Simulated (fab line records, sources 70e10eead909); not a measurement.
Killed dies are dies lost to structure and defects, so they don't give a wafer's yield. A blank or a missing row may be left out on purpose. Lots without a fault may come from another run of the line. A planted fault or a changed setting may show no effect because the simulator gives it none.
Problem report in the 8D (eight disciplines) form, filled by code | flow nand_harc | the parts of the form that need people (team, actions taken, sign-off) are left out

1. THE PROBLEM
heater_power_total_W at NHARC_P_M1_PEB_07 reads a mean of 161.4 W on 3 wafers of 2 lots; wafers without a fault read 156.6 W with a standard deviation of 0.4. That is +12 standard deviations from the usual mean.
The step: peb time 65 s.
First seen on wafer L383.1, day 9 18:58, on litho_track-06. The record holds 38 wafers of 13 lots with a number at this step. Rule for "out", or "out of limits": more than 4 standard deviations from the usual mean. The other wafers with a number count as sound.

2. WHAT IT IS AND WHAT IT IS NOT
question                    | is                     | is not
which readings at this step | heater_power_total_W   | resist_line_temp_C
which lots                  | L383, L389             | L370, L371, L372, L374, L376, L377, L378, L379, L380, L390, L391
which wafers of those lots  | L383.1, L389.1, L389.5 | L383.4, L389.3
read on which tools         | litho_track-06         | litho_track-01, litho_track-04
when                        | from day 9 18:58       | up to then (28 sound wafers); but 7 sound wafers of L389, L390, L391 came after

3. SUSPECTS, AND WHAT RULES EACH OUT
Counting: a tool at a process step up to the reading stays a suspect if it ran every lot that is out. Sound lots after the first of them don't rule it out here, since some wafers of a struck lot are sound.
- rtp_anneal-01 at NHARC_P_M0_ANNEAL_30 (time 90 s): kept. It ran every lot that is out, first L383 (day 9 16:49); its last sound lot up to then is L379 (day 8 07:35).
- litho_track-06 at NHARC_P_M1_PEB_07 (peb time 65 s): kept. It ran every lot that is out, first L383 (day 9 18:58); its last sound lot up to then is L378 (day 8 12:19). Its own readings are out on those wafers: heater_power_total_W.
Left after counting: rtp_anneal-01 at NHARC_P_M0_ANNEAL_30, litho_track-06 at NHARC_P_M1_PEB_07.

4. THE CAUSE (what the simulator had put in)
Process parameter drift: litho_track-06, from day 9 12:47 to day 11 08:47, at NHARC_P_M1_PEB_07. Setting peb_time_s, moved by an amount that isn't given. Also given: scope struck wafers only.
Counting left 2 suspects, and this tool is among them.

5. THE CHAIN OF EFFECTS, in route order
Each row: a reading whose mean over the struck wafers that have a number lies more than 3 standard deviations from the usual. Only readings for which the record gives a usual standard deviation are gone through. hours: the time from each lot's start at the first step in this table that gives one to its start at this step, as a median over the lots. sigmas: the change in usual standard deviations.
hours | step              | reading              | usual   | on struck wafers | change | sigmas
0     | NHARC_P_M1_PEB_07 | heater_power_total_W | 156.6 W | 161.4            | +4.8   | +12
The process steps in it:
- NHARC_P_M1_PEB_07: peb time 65 s.
Readings that are blank on the struck wafers while sound wafers have them: plate_temp_C at NHARC_P_M1_PEB_07.
Later measuring or inspecting steps at which every struck wafer that the step has a row for has a number for every such reading, and none has moved that far: NHARC_P_M1_CD_MEAS_09, NHARC_P_M1_CD_MEAS_16.

6. WHAT WOULD HAVE CAUGHT IT SOONER
In this record the first reading out of limits was taken at day 9 18:58, 6 hours after the fault began at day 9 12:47.
